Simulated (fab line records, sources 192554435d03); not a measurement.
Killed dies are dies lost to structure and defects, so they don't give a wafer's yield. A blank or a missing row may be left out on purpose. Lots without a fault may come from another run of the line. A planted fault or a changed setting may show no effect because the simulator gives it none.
Which tool did it? | flow n5_finfet | 23 lots, 69 wafers sampled, at 6 steps of a route of 1938

WHAT THE GAUGES READ, wafer by wafer
The record holds no reading of a measuring or inspecting step that can be judged against a usual standard deviation.

WHICH TOOL RAN EACH LOT (tool, then ch and the chambers of the sampled wafers, then the start)
lot  | N5_BEOL_M1_ETCH_70                 | N5_BEOL_M1_STRIP_97                           | N5_BEOL_M1_ALD_84                   | N5_BEOL_M1_SPUTTER_48        | N5_BEOL_M1_SPUTTER_81        | N5_BEOL_M1_CMP_52
L075 | rie_diel-03 ch 2,3, day 6 05:19    | rie_diel-03 ch 2,3, day 6 06:20 or earlier    | ald_metal-01 ch 0,3, day 6 06:20    | pvd_sputter-02, day 6 07:06  | pvd_sputter-02, day 6 07:32  | cmp-02 ch 1,2, day 6 09:33
L074 | rie_diel-03 ch 0,3, day 6 06:46    | rie_diel-03 ch 0,3, day 6 07:56 or earlier    | ald_metal-01 ch 0,1,2, day 6 07:56  | pvd_sputter-03, day 6 08:35  | pvd_sputter-03, day 6 09:02  | cmp-01 ch 0,1,2, day 6 10:55
L076 | rie_diel-03 ch 0,1,2, day 6 13:10  | rie_diel-03 ch 0,1,2, day 6 14:14 or earlier  | ald_metal-01 ch 1,2,3, day 6 14:14  | pvd_sputter-03, day 6 15:18  | pvd_sputter-03, day 6 15:44  | cmp-02 ch 0,1,3, day 6 17:37
L077 | rie_diel-01 ch 0,1,2, day 6 20:56  | rie_diel-01 ch 0,1,2, day 6 21:59 or earlier  | ald_metal-02 ch 1,2,3, day 6 21:59  | pvd_sputter-01, day 6 22:37  | pvd_sputter-01, day 6 23:04  | cmp-04 ch 0,1,2, day 7 00:53
L078 | rie_diel-03 ch 0,1,3, day 7 05:16  | rie_diel-03 ch 0,1,3, day 7 06:08 or earlier  | ald_metal-04 ch 2,3, day 7 06:08    | pvd_sputter-01, day 7 06:45  | pvd_sputter-01, day 7 07:11  | cmp-02 ch 0,1, day 7 09:04
L079 | rie_diel-01 ch 1,2,3, day 7 11:20  | rie_diel-01 ch 1,2,3, day 7 12:31 or earlier  | ald_metal-02 ch 0,2,3, day 7 12:31  | pvd_sputter-03, day 7 13:14  | pvd_sputter-03, day 7 13:40  | cmp-02 ch 0,1,2, day 7 15:34
L080 | rie_diel-03 ch 0,1,3, day 7 14:45  | rie_diel-03 ch 0,1,3, day 7 15:34 or earlier  | ald_metal-02 ch 0,1,3, day 7 15:34  | pvd_sputter-03, day 7 16:07  | pvd_sputter-03, day 7 16:33  | cmp-02 ch 1,2,3, day 7 18:22
L081 | rie_diel-04 ch 0,3, day 7 20:12    | rie_diel-04 ch 0,3, day 7 21:10 or earlier    | ald_metal-01 ch 0,2, day 7 21:10    | pvd_sputter-01, day 7 21:43  | pvd_sputter-01, day 7 22:10  | cmp-02 ch 1,3, day 8 00:09
L082 | rie_diel-03 ch 0,1,3, day 8 05:42  | rie_diel-03 ch 0,1,3, day 8 06:40 or earlier  | ald_metal-02 ch 0,2, day 8 06:40    | pvd_sputter-03, day 8 07:14  | pvd_sputter-03, day 8 07:41  | cmp-01 ch 0,1,2, day 8 09:34
L083 | rie_diel-04 ch 1,2, day 8 08:49    | rie_diel-04 ch 1,2, day 8 09:34 or earlier    | ald_metal-01 ch 2,3, day 8 09:34    | pvd_sputter-01, day 8 10:05  | pvd_sputter-01, day 8 10:31  | cmp-02 ch 0,1, day 8 12:20
L085 | rie_diel-04 ch 1,2,3, day 9 10:14  | rie_diel-04 ch 1,2,3, day 9 11:14 or earlier  | ald_metal-01 ch 1,2,3, day 9 11:14  | pvd_sputter-03, day 9 12:09  | pvd_sputter-03, day 9 12:35  | cmp-01 ch 0,1,2, day 9 14:26
L086 | rie_diel-03 ch 0,2, day 9 16:55    | rie_diel-03 ch 0,2, day 9 18:01 or earlier    | ald_metal-01 ch 1,3, day 9 18:01    | pvd_sputter-02, day 9 18:32  | pvd_sputter-02, day 9 18:59  | cmp-01 ch 0,1,3, day 9 20:50
L087 | rie_diel-04 ch 1,2,3, day 10 09:22 | rie_diel-04 ch 1,2,3, day 10 10:16 or earlier | ald_metal-01 ch 1,2,3, day 10 10:16 | pvd_sputter-01, day 10 10:51 | pvd_sputter-01, day 10 11:17 | cmp-01 ch 0,1,2, day 10 13:17
L088 | rie_diel-03 ch 0,2,3, day 10 13:41 | rie_diel-03 ch 0,2,3, day 10 14:25 or earlier | ald_metal-01 ch 1,2, day 10 14:25   | pvd_sputter-02, day 10 14:52 | pvd_sputter-02, day 10 15:18 | cmp-04 ch 0,3, day 10 17:14
L089 | rie_diel-03 ch 0,3, day 10 16:08   | rie_diel-03 ch 0,3, day 10 16:47 or earlier   | ald_metal-04 ch 1,3, day 10 16:47   | pvd_sputter-01, day 10 17:14 | pvd_sputter-01, day 10 17:40 | cmp-02 ch 1,2, day 10 19:32
L091 | rie_diel-04 ch 1,3, day 10 16:13   | rie_diel-04 ch 1,3, day 10 16:53 or earlier   | ald_metal-01 ch 1,2, day 10 16:53   | pvd_sputter-03, day 10 17:29 | pvd_sputter-03, day 10 17:56 | cmp-04 ch 0,2,3, day 10 19:52
L090 | rie_diel-03 ch 1,2,3, day 10 19:17 | rie_diel-03 ch 1,2,3, day 10 20:14 or earlier | ald_metal-04 ch 1,3, day 10 20:14   | pvd_sputter-03, day 10 21:11 | pvd_sputter-03, day 10 21:38 | cmp-04 ch 0,3, day 11 00:10
L092 | rie_diel-03 ch 1,2,3, day 10 20:58 | rie_diel-03 ch 1,2,3, day 10 22:23 or earlier | ald_metal-01 ch 0,1,3, day 10 22:23 | pvd_sputter-01, day 10 22:51 | pvd_sputter-01, day 10 23:17 | cmp-04 ch 1,2, day 11 01:08
L093 | rie_diel-03 ch 1,2, day 11 05:26   | rie_diel-03 ch 1,2, day 11 06:47 or earlier   | ald_metal-02 ch 0,3, day 11 06:47   | pvd_sputter-01, day 11 07:26 | pvd_sputter-01, day 11 07:52 | cmp-01 ch 0,1,3, day 11 09:43
L094 | rie_diel-04 ch 1,2, day 11 09:47   | rie_diel-04 ch 1,2, day 11 11:17 or earlier   | ald_metal-01 ch 0,2, day 11 11:17   | pvd_sputter-01, day 11 11:54 | pvd_sputter-01, day 11 12:20 | cmp-02 ch 0,2,3, day 11 15:24
L095 | rie_diel-04 ch 1,2,3, day 11 14:43 | rie_diel-04 ch 1,2,3, day 11 15:47 or earlier | ald_metal-04 ch 0,2,3, day 11 15:47 | pvd_sputter-03, day 11 16:29 | pvd_sputter-03, day 11 16:55 | cmp-02 ch 0,2,3, day 11 19:00
L096 | rie_diel-03 ch 1,3, day 11 20:40   | rie_diel-03 ch 1,3, day 11 21:25 or earlier   | ald_metal-02 ch 0,2,3, day 11 21:25 | pvd_sputter-01, day 11 22:02 | pvd_sputter-01, day 11 22:28 | cmp-04 ch 0,1,3, day 12 00:17
L097 | rie_diel-04 ch 1,2,3, day 12 05:02 | rie_diel-04 ch 1,2,3, day 12 05:50 or earlier | ald_metal-02 ch 1,2, day 12 05:50   | pvd_sputter-03, day 12 06:29 | pvd_sputter-03, day 12 06:56 | cmp-01 ch 0,2,3, day 12 08:44
- N5_BEOL_M1_ETCH_70: etches SOC in N2/H2, target depth 80 nm, overetch 16 nm, time 120 s.
- N5_BEOL_M1_STRIP_97: strips in N2/H2, time 10 s.
- N5_BEOL_M1_ALD_84: deposits TaN, pulse time 2 s, purge time 3 s, co reactant purge time 2 s.
- N5_BEOL_M1_SPUTTER_48: material Cu, target thk 4.5 nm, time 8.29 s.
- N5_BEOL_M1_SPUTTER_81: material Cu, target thk 4.5 nm, time 8.29 s.
- N5_BEOL_M1_CMP_52: polishes, stops on SiOC, t overpolish 6.8 s, target thk 40 nm.

WHAT THE TOOLS THEMSELVES READ (means of the sampled wafers that have a number; where no wafer has one, the mark that the record gives instead)
N5_BEOL_M1_ETCH_70.
lot  | tool        | bias_w (W) | drypump_motor_current_A (A) | oes_product_au (a.u.) | rf_vpp_V (V) | showerhead_plenum_p_Torr (Torr) | throttle_valve_pct (%)
L075 | rie_diel-03 | 150.0      | 5.5                         | 0.53                  | 524.4        | 2.56                            | 17.98
L074 | rie_diel-03 | 149.7      | 5.8                         | 0.53                  | 523.5        | 2.52                            | 17.88
L076 | rie_diel-03 | 149.5      | 5.8                         | 0.53                  | 524.2        | 2.58                            | 17.88
L077 | rie_diel-01 | 149.9      | 5.3                         | 0.60                  | 521.9        | 2.48                            | 17.75
L078 | rie_diel-03 | 150.1      | 6.0                         | 0.53                  | 524.7        | 2.55                            | 17.95
L079 | rie_diel-01 | 149.7      | 5.5                         | 0.62                  | 523.3        | 2.53                            | 17.65
L080 | rie_diel-03 | 149.9      | 6.0                         | 0.53                  | 523.4        | 2.54                            | 17.95
L081 | rie_diel-04 | 150.1      | 5.6                         | 0.54                  | 522.1        | 2.48                            | 18.00
L082 | rie_diel-03 | 150.3      | 6.0                         | 0.53                  | 523.5        | 2.54                            | 17.96
L083 | rie_diel-04 | 149.8      | 6.0                         | 0.64                  | 523.3        | 2.50                            | 17.40
L085 | rie_diel-04 | 150.0      | 5.7                         | 0.59                  | 521.5        | 2.44                            | 17.51
L086 | rie_diel-03 | 149.5      | 5.7                         | 0.58                  | 523.1        | 2.53                            | 17.55
L087 | rie_diel-04 | 150.4      | 5.7                         | 0.58                  | 521.1        | 2.44                            | 17.53
L088 | rie_diel-03 | 149.9      | 5.6                         | 0.57                  | 523.7        | 2.54                            | 17.73
L089 | rie_diel-03 | 150.3      | 5.8                         | 0.52                  | 523.1        | 2.51                            | 17.94
L091 | rie_diel-04 | 149.6      | 5.5                         | 0.55                  | 518.4        | 2.36                            | 17.59
L090 | rie_diel-03 | 149.4      | 5.7                         | 0.64                  | 525.0        | 2.57                            | 17.82
L092 | rie_diel-03 | 149.8      | 5.7                         | 0.65                  | 524.8        | 2.57                            | 17.82
L093 | rie_diel-03 | 149.9      | 5.9                         | 0.70                  | 525.3        | 2.60                            | 17.76
L094 | rie_diel-04 | 150.0      | 5.9                         | 0.59                  | 520.2        | 2.41                            | 17.50
L095 | rie_diel-04 | 150.1      | 5.7                         | 0.58                  | 521.2        | 2.44                            | 17.54
L096 | rie_diel-03 | 150.0      | 5.9                         | 0.57                  | 522.7        | 2.54                            | 18.06
L097 | rie_diel-04 | 150.2      | 5.7                         | 0.57                  | 520.7        | 2.43                            | 17.56

N5_BEOL_M1_STRIP_97.
lot  | tool        | drypump_motor_current_A (A) | oes_product_au (a.u.) | rf_vpp_V (V) | showerhead_plenum_p_Torr (Torr) | throttle_valve_pct (%)
L075 | rie_diel-03 | 5.5                         | 0.69                  | 58.9         | 2.56                            | 23.8
L074 | rie_diel-03 | 5.8                         | 0.69                  | 59.7         | 2.52                            | 23.7
L076 | rie_diel-03 | 5.8                         | 0.69                  | 59.1         | 2.57                            | 23.6
L077 | rie_diel-01 | 5.3                         | 0.78                  | 58.9         | 2.48                            | 23.6
L078 | rie_diel-03 | 6.0                         | 0.69                  | 58.4         | 2.54                            | 23.7
L079 | rie_diel-01 | 5.5                         | 0.80                  | 58.5         | 2.53                            | 23.5
L080 | rie_diel-03 | 6.0                         | 0.68                  | 58.4         | 2.54                            | 23.7
L081 | rie_diel-04 | 5.6                         | 0.69                  | 59.3         | 2.47                            | 23.8
L082 | rie_diel-03 | 6.0                         | 0.68                  | 58.8         | 2.54                            | 23.7
L083 | rie_diel-04 | 6.0                         | 0.84                  | 58.3         | 2.50                            | 23.2
L085 | rie_diel-04 | 5.7                         | 0.78                  | 58.6         | 2.44                            | 23.3
L086 | rie_diel-03 | 5.7                         | 0.77                  | 59.3         | 2.53                            | 23.2
L087 | rie_diel-04 | 5.7                         | 0.76                  | 58.4         | 2.44                            | 23.3
L088 | rie_diel-03 | 5.6                         | 0.75                  | 58.6         | 2.53                            | 23.5
L089 | rie_diel-03 | 5.8                         | 0.67                  | 59.4         | 2.50                            | 23.7
L091 | rie_diel-04 | 5.5                         | 0.73                  | 58.1         | 2.36                            | 23.3
L090 | rie_diel-03 | 5.7                         | 0.85                  | 58.5         | 2.57                            | 23.7
L092 | rie_diel-03 | 5.7                         | 0.84                  | 59.3         | 2.57                            | 23.7
L093 | rie_diel-03 | 5.9                         | 0.92                  | 60.0         | 2.60                            | 23.7
L094 | rie_diel-04 | 5.9                         | 0.78                  | 58.9         | 2.40                            | 23.3
L095 | rie_diel-04 | 5.7                         | 0.76                  | 59.9         | 2.43                            | 23.3
L096 | rie_diel-03 | 5.9                         | 0.74                  | 59.2         | 2.54                            | 23.9
L097 | rie_diel-04 | 5.7                         | 0.75                  | 59.1         | 2.43                            | 23.3

N5_BEOL_M1_ALD_84.
lot  | tool         | heater_power_w (W) | precursor_vessel_temp_c (C)
L075 | ald_metal-01 | 371                | 75.04
L074 | ald_metal-01 | 435                | 75.02
L076 | ald_metal-01 | 473                | 75.02
L077 | ald_metal-02 | 402                | 74.99
L078 | ald_metal-04 | 410                | 74.88
L079 | ald_metal-02 | 436                | 75.02
L080 | ald_metal-02 | 417                | 74.99
L081 | ald_metal-01 | 389                | 75.14
L082 | ald_metal-02 | 452                | 75.11
L083 | ald_metal-01 | 427                | 75.06
L085 | ald_metal-01 | 466                | 75.08
L086 | ald_metal-01 | 515                | 74.91
L087 | ald_metal-01 | 468                | 74.94
L088 | ald_metal-01 | 450                | 74.90
L089 | ald_metal-04 | 375                | 75.06
L091 | ald_metal-01 | 500                | 75.02
L090 | ald_metal-04 | 372                | 74.95
L092 | ald_metal-01 | 442                | 75.19
L093 | ald_metal-02 | 427                | 75.05
L094 | ald_metal-01 | 361                | 75.02
L095 | ald_metal-04 | 423                | 75.03
L096 | ald_metal-02 | 442                | 74.99
L097 | ald_metal-02 | 385                | 75.08

N5_BEOL_M1_SPUTTER_48.
lot  | tool           | chamber_pressure_pa (Pa) | throttle_valve_pct (%)
L075 | pvd_sputter-02 | 0.06996                  | 30.2
L074 | pvd_sputter-03 | 0.06992                  | 29.6
L076 | pvd_sputter-03 | 0.06997                  | 29.7
L077 | pvd_sputter-01 | 0.06997                  | 30.9
L078 | pvd_sputter-01 | 0.07013                  | 30.6
L079 | pvd_sputter-03 | 0.07020                  | 30.5
L080 | pvd_sputter-03 | 0.07001                  | 30.0
L081 | pvd_sputter-01 | 0.06994                  | 31.1
L082 | pvd_sputter-03 | 0.07005                  | 30.9
L083 | pvd_sputter-01 | 0.06987                  | 29.6
L085 | pvd_sputter-03 | 0.07016                  | 29.6
L086 | pvd_sputter-02 | 0.06997                  | 29.9
L087 | pvd_sputter-01 | 0.07004                  | 31.2
L088 | pvd_sputter-02 | 0.06992                  | 29.6
L089 | pvd_sputter-01 | 0.07009                  | 31.9
L091 | pvd_sputter-03 | 0.07007                  | 30.4
L090 | pvd_sputter-03 | 0.06992                  | 30.2
L092 | pvd_sputter-01 | 0.06999                  | 30.4
L093 | pvd_sputter-01 | 0.06993                  | 29.9
L094 | pvd_sputter-01 | 0.07013                  | 30.3
L095 | pvd_sputter-03 | 0.07007                  | 30.1
L096 | pvd_sputter-01 | 0.07001                  | 29.3
L097 | pvd_sputter-03 | 0.07011                  | 30.8

N5_BEOL_M1_SPUTTER_81.
lot  | tool           | chamber_pressure_pa (Pa) | throttle_valve_pct (%)
L075 | pvd_sputter-02 | 0.07                     | 30.1
L074 | pvd_sputter-03 | 0.07                     | 29.6
L076 | pvd_sputter-03 | 0.07                     | 29.6
L077 | pvd_sputter-01 | 0.07                     | 30.8
L078 | pvd_sputter-01 | 0.07                     | 30.7
L079 | pvd_sputter-03 | 0.07                     | 30.5
L080 | pvd_sputter-03 | 0.07                     | 30.1
L081 | pvd_sputter-01 | 0.07                     | 31.4
L082 | pvd_sputter-03 | 0.07                     | 31.0
L083 | pvd_sputter-01 | 0.07                     | 29.3
L085 | pvd_sputter-03 | 0.07                     | 29.7
L086 | pvd_sputter-02 | 0.07                     | 29.9
L087 | pvd_sputter-01 | 0.07                     | 31.5
L088 | pvd_sputter-02 | 0.07                     | 29.5
L089 | pvd_sputter-01 | 0.07                     | 31.8
L091 | pvd_sputter-03 | 0.07                     | 30.7
L090 | pvd_sputter-03 | 0.07                     | 30.1
L092 | pvd_sputter-01 | 0.07                     | 30.4
L093 | pvd_sputter-01 | 0.07                     | 29.9
L094 | pvd_sputter-01 | 0.07                     | 30.4
L095 | pvd_sputter-03 | 0.07                     | 30.0
L096 | pvd_sputter-01 | 0.07                     | 29.4
L097 | pvd_sputter-03 | 0.07                     | 30.6

N5_BEOL_M1_CMP_52.
lot  | tool   | barrier_field_endpoint_s (s) | clearing_platen_down_force_psi (psi) | motor_current_A (A) | overpolish_run_s (s) | time_to_endpoint_s (s)
L075 | cmp-02 | 23.8                         | 1.498                                | 6.3                 | 6.803                | 55
L074 | cmp-01 | 25.1                         | 1.499                                | 5.5                 | 6.805                | 66
L076 | cmp-02 | 24.0                         | 1.502                                | 6.1                 | 6.792                | 59
L077 | cmp-04 | 24.0                         | 1.498                                | 5.9                 | 6.805                | 61
L078 | cmp-02 | 24.1                         | 1.498                                | 6.3                 | 6.800                | 59
L079 | cmp-02 | 23.7                         | 1.496                                | 5.9                 | 6.796                | 58
L080 | cmp-02 | 23.7                         | 1.499                                | 6.5                 | 6.801                | 61
L081 | cmp-02 | 24.7                         | 1.501                                | 6.4                 | 6.796                | 64
L082 | cmp-01 | 24.5                         | 1.498                                | 5.5                 | 6.800                | 61
L083 | cmp-02 | 23.8                         | 1.500                                | 6.1                 | 6.803                | 55
L085 | cmp-01 | 24.2                         | 1.499                                | 5.6                 | 6.803                | 63
L086 | cmp-01 | 24.5                         | 1.501                                | 6.1                 | 6.808                | 64
L087 | cmp-01 | 24.8                         | 1.497                                | 5.5                 | 6.796                | 65
L088 | cmp-04 | 24.3                         | 1.501                                | 6.2                 | 6.794                | 63
L089 | cmp-02 | 24.2                         | 1.503                                | 6.2                 | 6.805                | 60
L091 | cmp-04 | 23.6                         | 1.501                                | 5.8                 | 6.799                | 58
L090 | cmp-04 | 25.1                         | 1.503                                | 5.8                 | 6.799                | 63
L092 | cmp-04 | 23.7                         | 1.500                                | 5.6                 | 6.797                | 61
L093 | cmp-01 | 24.4                         | 1.500                                | 6.1                 | 6.803                | 64
L094 | cmp-02 | 23.5                         | 1.500                                | 5.9                 | 6.801                | 57
L095 | cmp-02 | 24.0                         | 1.500                                | 5.9                 | 6.797                | 60
L096 | cmp-04 | 24.8                         | 1.502                                | 6.1                 | 6.794                | 64
L097 | cmp-01 | 24.8                         | 1.499                                | 6.2                 | 6.802                | 63

THE ANSWER, worked out from the rows above alone
Rule: what is usual is taken from the lots themselves. Put in order of their means at a reading, lots are off if they are a third of the lots or fewer, leave a main group of 4 or more, and stand apart from it by a gap of 3 or more times the standard deviation of the main group's means; of several such gaps the widest counts. A main group whose means are all the same, to the digits that the tables above print for the reading, isn't used. A lot without any number at a reading at which 4 lots or more have one is off too. The other lots that the step has rows for count as sound. The gauges are gone through in route order, then the tools' own readings, and for those a lot's mean is taken as printed above. The first step at which some lot is off is used, and at that step the reading that is off furthest; a lot without a number counts as furthest.
No lot is off at any reading shown: from this, nothing can be told.

WHAT THE SIMULATOR HAD PUT IN
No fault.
